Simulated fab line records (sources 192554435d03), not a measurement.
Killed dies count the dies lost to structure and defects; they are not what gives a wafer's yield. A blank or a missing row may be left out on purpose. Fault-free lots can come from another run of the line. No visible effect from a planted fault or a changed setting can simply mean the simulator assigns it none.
fab line records	flow n5-finfet
[record] lots = 7	wafers = 21
route steps=1938 shown BEOL_M14@1753 BEOL_M15@1797 MIM_TOP_LITHO@1843 PAD_METAL@1896 PASSIVATION@1902
start-h: the number of hours between the record's first day and the start of the first shown wafer of the lot	wait-h: hours since the lot's step before	" unchanged from the row above	L1.1+2: several wafers, shown together as one row	- no value, or no start was given	* or withheld: withheld	< > ~ a bound
route shown NAME@n: a module of which the file shows steps, and the number in the route of the first	usual: average and standard deviation across the fault-free wafers	same: alike in all rows	chamber/n: place in a boat	sites: the reading at each site	_std_site: the values' standard deviation	_edge_site: outer sites' mean less inner sites'	radius-mm: how far each site lies from the wafer's centre	mask NAME#n: copy n	behind: the last tool/chamber to shape the wafer	hold: the reason the lot was held/the length of the hold in hours/how it ended	device: names the non-switching transistor (n, p or np)	end of line: at the end of the route, the tests of the same wafers	step lacking rows: just its recipe	killed: dies that structure and defects cost at the first sort, which is not the same as the wafer's yield	map: per-die view of a wafer (x killed, . not killed, _ where there is no die)
set.NAME: the setting the step ran with; set.NAME@STEP: the setting that earlier step ran with	model.NAME: the simulator's own value behind a step, which no gauge read
one table per step and one row per wafer, for lots whose settings were changed on purpose
[[steps]]
[step N5_BEOL_M14_TRENCH_ETCH_34]
[recipe] chemistry = C4F8/O2/Ar	target = SiO2	target-depth-a = 5566.5	mask-material = SOC	he-inner-torr = 15	he-outer-torr = 30	time-s = 126.9	ion-energy-ev = 800	pressure-mtorr = 20	source-w = 1905	bias-w = 2040	Ar_flow_sccm = 400	C4F8_flow_sccm = 16	O2_flow_sccm = 12
lot.wafer	tool	chamber	start-h	wait-h	set.time-s	model.etch.depth-nm
L074.2	rie-diel-06	1	287.11	0.0	126.9	555.8
L074.3	"	2	"	"	126.9	559.3
L074.6	"	1	"	"	126.9	554.3
L081.3	rie-diel-01	1	330.20	0.0	126.9	557.7
L081.4	"	0	"	"	152.3	663.5
L081.6	"	3	"	"	152.3	662.1
L084.1	rie-diel-01	0	340.86	0.0	138.6	605.7
L084.3	"	3	"	"	138.6	601.1
L084.4	"	0	"	"	126.9	557.6
L087.1	rie-diel-04	3	372.84	0.0	126.9	544.8
L087.2	"	2	"	"	99.47	441.9
L087.5	"	2	"	"	99.47	440.8
L093.2	rie-diel-01	1	406.51	0.0	126.9	556.7
L093.3	"	3	"	"	126.9	551.2
L093.4	"	1	"	"	126.9	558.4
L090.2	rie-diel-04	2	411.17	0.0	126.9	566.9
L090.5	"	1	"	"	109.7	478.2
L090.6	"	2	"	"	109.7	489.7
L091.1	rie-diel-04	0	411.90	0.0	126.9	561.9
L091.3	"	2	"	"	142.3	633.4
L091.6	"	1	"	"	142.3	617.8
[step N5_BEOL_M14_STRIP_70]
[recipe] chemistry = C4F8/O2/Ar	resist = SiARC	rf-frequency-hz = 6e+07
[step N5_BEOL_M14_OCD_MEAS_35]
[usual] trench-depth-nm = 556/6.1
lot.wafer	tool	chamber	start-h	wait-h	set.time-s@BEOL_M14_TRENCH_ETCH_34	trench-depth-nm
L074.2	ocd-02	-	287.27	0.0	126.9	555
L074.3	"	-	"	"	126.9	559
L074.6	"	-	"	"	126.9	554
L081.3	ocd-02	-	330.36	0.0	126.9	557
L081.4	"	-	"	"	152.3	664
L081.6	"	-	"	"	152.3	663
L084.1	ocd-02	-	341.02	0.0	138.6	606
L084.3	"	-	"	"	138.6	601
L084.4	"	-	"	"	126.9	558
L087.1	ocd-02	-	373.00	0.0	126.9	545
L087.2	"	-	"	"	99.47	442
L087.5	"	-	"	"	99.47	441
L093.2	ocd-01	-	406.66	0.0	126.9	557
L093.3	"	-	"	"	126.9	552
L093.4	"	-	"	"	126.9	558
L090.2	ocd-02	-	411.34	0.0	126.9	567
L090.5	"	-	"	"	109.7	478
L090.6	"	-	"	"	109.7	490
L091.1	ocd-02	-	412.06	0.0	126.9	562
L091.3	"	-	"	"	142.3	633
L091.6	"	-	"	"	142.3	618
[step N5_BEOL_M14_SPUTTER_45]
[recipe] material = Cu	target-thk-a = 1000	temp-c = -20	bias-v = 60	power-w = 26000	chamber-pressure-pa = 0.13	time-s = 16.67
lot.wafer	tool	chamber	start-h	wait-h	set.power-w
L074.2+3	pvd-sputter-02	-	291.13	0.0	26000
L074.6	"	-	"	"	24120
L081.3+6	pvd-sputter-03	-	331.06	0.0	29690
L081.4	"	-	"	"	26000
L084.1+3	pvd-sputter-03	-	344.48	0.0	27250
L084.4	"	-	"	"	26000
L087.1+2	pvd-sputter-02	-	373.98	0.0	22620
L087.5	"	-	"	"	26000
L093.2+3+4	pvd-sputter-03	-	410.86	0.0	26000
L090.2	pvd-sputter-02	-	412.19	0.0	28070
L090.5+6	"	-	"	"	26000
L091.1+3	pvd-sputter-01	-	413.35	0.0	24600
L091.6	"	-	"	"	26000
[step N5_BEOL_M14_ECD_47]
[recipe] material = Cu	target-thk-a = 12480
[step N5_BEOL_M14_ANNEAL_48]
[recipe] temp-c = 225	time-s = 90	ambient = N2
[step N5_BEOL_M14_PRE_CLEAN_52]
[recipe] gas = NH3	time-s = 15	temp-c = withheld	rf-power-w = 300
[step N5_BEOL_M14_DEP_53]
[recipe] material = SiCN	target-thk-a = 500	temp-c = withheld	precursor = 3MS/NH3	pressure-torr = 3	rf-w = 675	time-s = 17.8
[step N5_BEOL_M14_RS_MEAS_54]
[recipe] thk-meas-gauge = four-point-probe	reads = Cu_of_BEOL_M14_ECD_47+Ta_of_BEOL_M14_SPUTTER_44+TaN_of_BEOL_M14_SPUTTER_43
[usual] M14_RS = 0.0333/0.00038
lot.wafer	tool	chamber	start-h	wait-h	set.time-s@BEOL_M14_TRENCH_ETCH_34	M14_RS[ohm/sq]
L074.2	film-metro-02	-	292.22	0.1	126.9	0.0333
L074.3	"	-	"	"	126.9	0.0330
L074.6	"	-	"	"	126.9	0.0332
L081.3	film-metro-02	-	332.09	0.1	126.9	0.0332
L081.4	"	-	"	"	152.3	0.0278
L081.6	"	-	"	"	152.3	0.0278
L084.1	film-metro-01	-	346.69	0.0	138.6	0.0305
L084.3	"	-	"	"	138.6	0.0308
L084.4	"	-	"	"	126.9	0.0330
L087.1	film-metro-02	-	375.01	0.0	126.9	0.0338
L087.2	"	-	"	"	99.47	0.0419
L087.5	"	-	"	"	99.47	0.0419
L093.2	film-metro-01	-	412.01	0.1	126.9	0.0333
L093.3	"	-	"	"	126.9	0.0336
L093.4	"	-	"	"	126.9	0.0330
L090.2	film-metro-01	-	415.32	0.1	126.9	0.0326
L090.5	"	-	"	"	109.7	0.0389
L090.6	"	-	"	"	109.7	0.0376
L091.1	film-metro-02	-	415.75	0.0	126.9	0.0329
L091.3	"	-	"	"	142.3	0.0291
L091.6	"	-	"	"	142.3	0.0298
[step N5_BEOL_M15_COAT_22]
[recipe] spin-rpm = 1704	resist-thk-nm = 800
lot.wafer	tool	chamber	start-h	wait-h	set.spin-rpm	model.coat_of_BEOL_M15_COAT_22.thk-nm
L074.2	litho-track-02	0	-	-	1704	800.4
L074.3	"	0	"	"	1704	798.8
L074.6	"	0	"	"	1704	802.4
L081.3	litho-track-03	0	-	-	1704	802.4
L081.4	"	0	"	"	1704	800.4
L081.6	"	0	"	"	1704	800.6
L084.1	litho-track-01	0	-	-	1704	798
L084.3	"	0	"	"	1704	796.2
L084.4	"	0	"	"	1704	797.8
L087.1	litho-track-01	0	-	-	1522	850.8
L087.2	"	0	"	"	1704	801.6
L087.5	"	0	"	"	1704	802.4
L093.2+4	litho-track-03	0	-	-	1704	801.2
L093.3	"	0	"	"	1704	802.2
L090.2	litho-track-03	0	-	-	1849	766.6
L090.5	"	0	"	"	1849	769.4
L090.6	"	0	"	"	1704	802
L091.1	litho-track-01	0	-	-	1704	798.2
L091.3	"	0	"	"	1891	756.8
L091.6	"	0	"	"	1704	797.2
[step N5_BEOL_M15_PEB_26]
[recipe] peb-temp-c = 130	peb-time-s = 90
lot.wafer	tool	chamber	start-h	wait-h	set.peb-temp-c
L074.2+3+6	litho-track-03	0	294.31	0.0	130
L081.3	litho-track-02	0	336.69	0.0	132.2
L081.4+6	"	0	"	"	130
L084.1+4	litho-track-03	0	349.20	0.1	130
L084.3	"	0	"	"	133.2
L087.1+2+5	litho-track-01	0	377.14	0.1	132.6
L093.2+3+4	litho-track-03	0	414.12	0.0	130
L090.2+6	litho-track-02	0	417.32	0.0	132.8
L090.5	"	0	"	"	130
L091.1+3	litho-track-03	0	417.96	0.1	131.6
L091.6	"	0	"	"	130
[step N5_BEOL_M15_DEVELOP_27]
[recipe] develop-time-s = 45	rinse-liquid = diw	dry = air-spin	dev-temp-c = 21
[step N5_BEOL_M15_HARDBAKE_32]
[recipe] temp-c = 130	time-s = 120
[step N5_BEOL_M15_CD_MEAS_28]
[recipe] target-cd-nm = 407.6	landing-energy-ev = 500	detector = se-inlens
[usual] cd-nm = 407.8/1.3
lot.wafer	tool	chamber	start-h	wait-h	set.peb-temp-c@BEOL_M15_PEB_26	cd-nm
L074.2	cd-sem-01	0	294.43	-	130	405.9
L074.3	"	0	"	"	130	406.1
L074.6	"	0	"	"	130	406.2
L081.3	cd-sem-02	0	336.81	-	132.2	416.6
L081.4	"	0	"	"	130	408.8
L081.6	"	0	"	"	130	407.2
L084.1	cd-sem-01	0	349.32	-	130	407.6
L084.3	"	0	"	"	133.2	422.1
L084.4	"	0	"	"	130	408.2
L087.1	cd-sem-02	0	377.26	-	132.6	414.8
L087.2	"	0	"	"	132.6	418.0
L087.5	"	0	"	"	132.6	416.7
L093.2	cd-sem-03	0	414.24	-	130	407.9
L093.3	"	0	"	"	130	407.4
L093.4	"	0	"	"	130	409.3
L090.2	cd-sem-03	0	417.44	-	132.8	418.8
L090.5	"	0	"	"	130	407.7
L090.6	"	0	"	"	132.8	416.5
L091.1	cd-sem-01	0	418.08	-	131.6	415.8
L091.3	"	0	"	"	131.6	418.1
L091.6	"	0	"	"	130	409.8
[step N5_BEOL_M15_DESCUM_33]
[recipe] chemistry = O2	time-s = 7.9	source-power-w = 50	bias-power-w = 20	pressure-mtorr = 20	rf-frequency-hz = 2.712e+07	temp-c = 40	o2-flow-sccm = 225
lot.wafer	tool	chamber	start-h	wait-h	set.peb-temp-c@BEOL_M15_PEB_26	model.BEOL_M15.cd-nm
L074.2	rie-diel-03	3	294.52	0.0	130	406
L074.3	"	2	"	"	130	406.2
L074.6	"	3	"	"	130	405.8
L081.3	rie-diel-05	3	338.84	2.0	132.2	416.4
L081.4	"	3	"	"	130	409
L081.6	"	2	"	"	130	407
L084.1	rie-diel-02	1	350.99	1.6	130	407.8
L084.3	"	3	"	"	133.2	421.6
L084.4	"	1	"	"	130	408
L087.1	rie-diel-03	0	377.34	0.0	132.6	415
L087.2	"	1	"	"	132.6	418.2
L087.5	"	0	"	"	132.6	417.4
L093.2	rie-diel-03	3	414.83	0.5	130	407.8
L093.3	"	2	"	"	130	407.6
L093.4	"	0	"	"	130	409.4
L090.2	rie-diel-02	1	417.52	0.0	132.8	418.6
L090.5	"	0	"	"	130	407.6
L090.6	"	2	"	"	132.8	416.4
L091.1	rie-diel-02	2	418.17	0.0	131.6	415.8
L091.3	"	0	"	"	131.6	418
L091.6	"	0	"	"	130	410
[step N5_BEOL_M15_ETCH_61]
[recipe] chemistry = N2/H2	target = BARC	target-depth-a = 890	overetch-a = 267	time-s = 67.9	ion-energy-ev = 200	pressure-mtorr = 30	source-w = 840	bias-w = 150	n2-flow-sccm = 200	h2-flow-sccm = 200
[step N5_BEOL_M15_TRENCH_ETCH_34]
[recipe] chemistry = C4F8/O2/Ar	target = SiO2	target-depth-a = 8729.3	he-inner-torr = 15	he-outer-torr = 30	time-s = 199	ion-energy-ev = 800	pressure-mtorr = 20	source-w = 1905	bias-w = 2040	Ar_flow_sccm = 400	C4F8_flow_sccm = 16	O2_flow_sccm = 12
lot.wafer	tool	chamber	start-h	wait-h	set.spin-rpm@BEOL_M15_COAT_22	model.coat_of_BEOL_M15_COAT_22.thk-nm
L074.2	rie-diel-03	3	294.60	0.0	1704	546
L074.3	"	2	"	"	1704	543.2
L074.6	"	3	"	"	1704	549.8
L081.3	rie-diel-05	3	338.92	0.0	1704	546.8
L081.4	"	3	"	"	1704	545
L081.6	"	2	"	"	1704	541.6
L084.1	rie-diel-02	1	351.07	0.0	1704	543.6
L084.3	"	3	"	"	1704	536.4
L084.4	"	1	"	"	1704	542.8
L087.1	rie-diel-03	0	377.43	0.0	1522	597.2
L087.2	"	1	"	"	1704	545.4
L087.5	"	0	"	"	1704	549.4
L093.2	rie-diel-03	3	414.91	0.0	1704	550.8
L093.3	"	2	"	"	1704	542.2
L093.4	"	0	"	"	1704	549.8
L090.2	rie-diel-02	1	417.61	0.0	1849	515.2
L090.5	"	0	"	"	1849	508.6
L090.6	"	2	"	"	1704	543.6
L091.1	rie-diel-02	2	418.25	0.0	1704	540.2
L091.3	"	0	"	"	1891	492.4
L091.6	"	0	"	"	1704	532.8
[step N5_MIM_TOP_LITHO_EXPOSE_05]
[recipe] mask-id = MIM_TOP	na = 0.55	source-shape = conventional	sigma-outer = 0.8	polarization = unpolarized	target-cd-nm = 2000	dose-mj = 20.5
lot.wafer	tool	chamber	start-h	wait-h	mask	set.dose-mj
L074.2+6	krf-scanner-02	0	303.82	-	MIM_TOP#0	21.76
L074.3	"	0	"	"	MIM_TOP#0	20.5
L081.3+6	krf-scanner-01	0	343.84	-	MIM_TOP#0	19.89
L081.4	"	0	"	"	MIM_TOP#0	20.5
L084.1+3+4	krf-scanner-02	0	358.60	-	MIM_TOP#0	20.5
L087.1	krf-scanner-02	0	386.81	-	MIM_TOP#0	19.87
L087.2+5	"	0	"	"	MIM_TOP#0	20.5
L093.2+3+4	krf-scanner-02	0	424.27	-	MIM_TOP#0	20.5
L090.2+6	krf-scanner-02	0	426.63	-	MIM_TOP#0	20.5
L090.5	"	0	"	"	MIM_TOP#0	21.04
L091.1+6	krf-scanner-01	0	426.79	-	MIM_TOP#0	19.32
L091.3	"	0	"	"	MIM_TOP#0	20.5
[step N5_MIM_TOP_LITHO_PEB_06]
[recipe] peb-temp-c = withheld	peb-time-s = *
[step N5_MIM_TOP_LITHO_DEVELOP_07]
[recipe] develop-time-s = 60	rinse-liquid = diw	dry = air-spin	dev-temp-c = 21
[step N5_MIM_TOP_LITHO_HARDBAKE_09]
[recipe] temp-c = 130	time-s = 120
[step N5_MIM_TOP_LITHO_CD_MEAS_08]
[recipe] target-cd-nm = 2000	landing-energy-ev = 500	detector = se-inlens
[usual] cd-nm = 2000.3/1.3
lot.wafer	tool	chamber	start-h	wait-h	set.dose-mj@MIM_TOP_LITHO_EXPOSE_05	cd-nm
L074.2	cd-sem-01	0	303.99	-	21.76	1992.0
L074.3	"	0	"	"	20.5	2002.5
L074.6	"	0	"	"	21.76	1991.4
L081.3	cd-sem-03	0	344.01	-	19.89	2005.4
L081.4	"	0	"	"	20.5	1998.5
L081.6	"	0	"	"	19.89	2006.3
L084.1	cd-sem-02	0	358.78	-	20.5	2000.5
L084.3	"	0	"	"	20.5	1999.6
L084.4	"	0	"	"	20.5	1999.6
L087.1	cd-sem-03	0	386.98	-	19.87	2005.4
L087.2	"	0	"	"	20.5	2001.2
L087.5	"	0	"	"	20.5	2000.3
L093.2	cd-sem-02	0	424.44	-	20.5	2002.3
L093.3	"	0	"	"	20.5	2002.6
L093.4	"	0	"	"	20.5	2002.3
L090.2	cd-sem-02	0	426.80	-	20.5	2001.4
L090.5	"	0	"	"	21.04	1996.6
L090.6	"	0	"	"	20.5	2001.6
L091.1	cd-sem-01	0	426.96	-	19.32	2012.1
L091.3	"	0	"	"	20.5	1998.7
L091.6	"	0	"	"	19.32	2013.0
[step N5_MIM_TOP_LITHO_DESCUM_10]
[recipe] chemistry = O2	time-s = 7.9	source-power-w = 50	bias-power-w = 20	pressure-mtorr = 20	rf-frequency-hz = 2.712e+07	temp-c = 40	o2-flow-sccm = 225
lot.wafer	tool	chamber	start-h	wait-h	set.dose-mj@MIM_TOP_LITHO_EXPOSE_05	model.MIM_TOP_LITHO.cd-nm
L074.2	rie-diel-01	2	304.08	0.0	21.76	1992
L074.3	"	3	"	"	20.5	2003
L074.6	"	3	"	"	21.76	1991
L081.3	rie-diel-04	2	344.12	0.1	19.89	2005
L081.4	"	2	"	"	20.5	1999
L081.6	"	1	"	"	19.89	2006
L084.1	rie-diel-01	0	358.87	0.0	20.5	2001
L084.3+4	"	3,2	"	"	20.5	2000
L087.1	rie-diel-01	1	387.18	0.1	19.87	2005
L087.2	"	3	"	"	20.5	2001
L087.5	"	2	"	"	20.5	2000
L093.2+3+4	rie-diel-04	0,2,3	424.53	0.0	20.5	2002
L090.2	rie-diel-06	0	427.28	0.4	20.5	2001
L090.5	"	1	"	"	21.04	1997
L090.6	"	3	"	"	20.5	2002
L091.1	rie-diel-06	1	427.35	0.3	19.32	2012
L091.3	"	3	"	"	20.5	1999
L091.6	"	3	"	"	19.32	2013
[step N5_PASSIVATION_AL_DEP_21]
[recipe] material = Al	target-thk-a = 28000	temp-c = 400	time-s = 170	power-w = 30000	chamber-pressure-pa = 0.4	gas = Ar
lot.wafer	tool	chamber	start-h	wait-h	set.time-s	model.Al_of_PASSIVATION_AL_DEP_21.thk-nm
L074.2	pvd-sputter-02	-	309.05	0.1	170	2761
L074.3	"	-	"	"	170	2765
L074.6	"	-	"	"	170	2769
L081.3	pvd-sputter-03	-	348.00	0.1	170	2790
L081.4	"	-	"	"	183.1	3026
L081.6	"	-	"	"	170	2794
L084.1	pvd-sputter-01	-	363.68	0.1	170	2824
L084.3	"	-	"	"	158	2628
L084.4	"	-	"	"	170	2836
L087.1	pvd-sputter-03	-	391.23	0.1	186	3076
L087.2	"	-	"	"	186	3096
L087.5	"	-	"	"	170	2818
L093.2	pvd-sputter-02	-	429.47	0.1	170	2765
L093.3	"	-	"	"	170	2777
L093.4	"	-	"	"	170	2769
L090.2	pvd-sputter-03	-	432.47	0.1	154.1	2534
L090.5	"	-	"	"	154.1	2510
L090.6	"	-	"	"	170	2800
L091.1	pvd-sputter-02	-	432.58	0.1	182.4	2982
L091.3	"	-	"	"	182.4	2987
L091.6	"	-	"	"	170	2772
[step N5_PASSIVATION_PEB_28]
[recipe] peb-temp-c = withheld	peb-time-s = *
lot.wafer	tool	chamber	start-h	wait-h	set.peb-time-s
L074.2+6	litho-track-01	0	309.56	0.0	*
L074.3	"	0	"	"	*
L081.3	litho-track-01	0	348.36	0.0	*
L081.4+6	"	0	"	"	*
L084.1+3+4	litho-track-05	0	364.15	0.1	*
L087.1+5	litho-track-04	0	391.71	0.1	*
L087.2	"	0	"	"	*
L093.2+3+4	litho-track-01	0	429.95	0.0	*
L090.2+6	litho-track-04	0	432.82	0.0	*
L090.5	"	0	"	"	*
L091.1	litho-track-05	0	433.05	0.1	*
L091.3+6	"	0	"	"	*
[step N5_PASSIVATION_DEVELOP_29]
[recipe] develop-time-s = 60	rinse-liquid = diw	dry = air-spin	dev-temp-c = 21
[step N5_PASSIVATION_HARDBAKE_31]
[recipe] temp-c = 130	time-s = 120
[step N5_PASSIVATION_CD_MEAS_30]
[recipe] target-cd-nm = 4000	landing-energy-ev = 500	detector = se-inlens	polarity = opening
[usual] cd-nm = 3999.8/1.5
lot.wafer	tool	chamber	start-h	wait-h	set.peb-time-s@PASSIVATION_PEB_28	cd-nm
L074.2	cd-sem-02	0	309.68	-	*	4001.4
L074.3	"	0	"	"	*	3997.1
L074.6	"	0	"	"	*	4000.1
L081.3	cd-sem-01	0	348.48	-	*	4000.0
L081.4	"	0	"	"	*	3991.7
L081.6	"	0	"	"	*	3993.7
L084.1	cd-sem-02	0	364.27	-	*	3999.7
L084.3	"	0	"	"	*	4000.5
L084.4	"	0	"	"	*	3998.7
L087.1	cd-sem-01	0	391.83	-	*	3993.5
L087.2	"	0	"	"	*	3999.3
L087.5	"	0	"	"	*	3993.2
L093.2	cd-sem-01	0	430.07	-	*	4000.4
L093.3	"	0	"	"	*	4000.4
L093.4	"	0	"	"	*	4001.5
L090.2	cd-sem-02	0	432.94	-	*	3998.6
L090.5	"	0	"	"	*	3993.2
L090.6	"	0	"	"	*	4000.5
L091.1	cd-sem-01	0	433.17	-	*	3998.4
L091.3	"	0	"	"	*	4000.1
L091.6	"	0	"	"	*	4001.8
[[key]]
[split] step = N5_BEOL_M14_TRENCH_ETCH_34	setting = time-s	stated = 126.9	by = wafer
[response] step = N5_BEOL_M14_TRENCH_ETCH_34	reading = model.etch.depth-nm	change = +5.19	per = 1%	r = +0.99
[response] step = N5_BEOL_M14_OCD_MEAS_35	reading = trench-depth-nm	change = +5.21	per = 1%	r = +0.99
[response] step = N5_BEOL_M14_RS_MEAS_54	reading = M14_RS	change = -0.00033	per = 1%	r = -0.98
[split] step = N5_BEOL_M14_SPUTTER_45	setting = power-w	stated = 26000	by = wafer
response none clear
[split] step = N5_BEOL_M15_COAT_22	setting = spin-rpm	stated = 1704	by = wafer
[response] step = N5_BEOL_M15_COAT_22	reading = model.coat_of_BEOL_M15_COAT_22.thk-nm	change = -4.1	per = 1%	r = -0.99
[response] step = N5_BEOL_M15_TRENCH_ETCH_34	reading = model.coat_of_BEOL_M15_COAT_22.thk-nm	change = -4.19	per = 1%	r = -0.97
[split] step = N5_BEOL_M15_PEB_26	setting = peb-temp-c	stated = 130	by = wafer
[response] step = N5_BEOL_M15_CD_MEAS_28	reading = cd-nm	change = +5.29	per = 1%	r = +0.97
[response] step = N5_BEOL_M15_DESCUM_33	reading = model.BEOL_M15.cd-nm	change = +5.16	per = 1%	r = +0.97
[split] step = N5_MIM_TOP_LITHO_EXPOSE_05	setting = dose-mj	stated = 20.5	by = wafer
[response] step = N5_MIM_TOP_LITHO_CD_MEAS_08	reading = cd-nm	change = -2.03	per = 1%	r = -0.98
[response] step = N5_MIM_TOP_LITHO_DESCUM_10	reading = model.MIM_TOP_LITHO.cd-nm	change = -2.01	per = 1%	r = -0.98
[split] step = N5_PASSIVATION_AL_DEP_21	setting = time-s	stated = 170	by = wafer
[response] step = N5_PASSIVATION_AL_DEP_21	reading = model.Al_of_PASSIVATION_AL_DEP_21.thk-nm	change = +29.3	per = 1%	r = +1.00
[split] step = N5_PASSIVATION_PEB_28	setting = peb-time-s	stated = *	by = wafer
[response] step = N5_PASSIVATION_CD_MEAS_30	reading = cd-nm	change = +0.318	per = 1%	r = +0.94
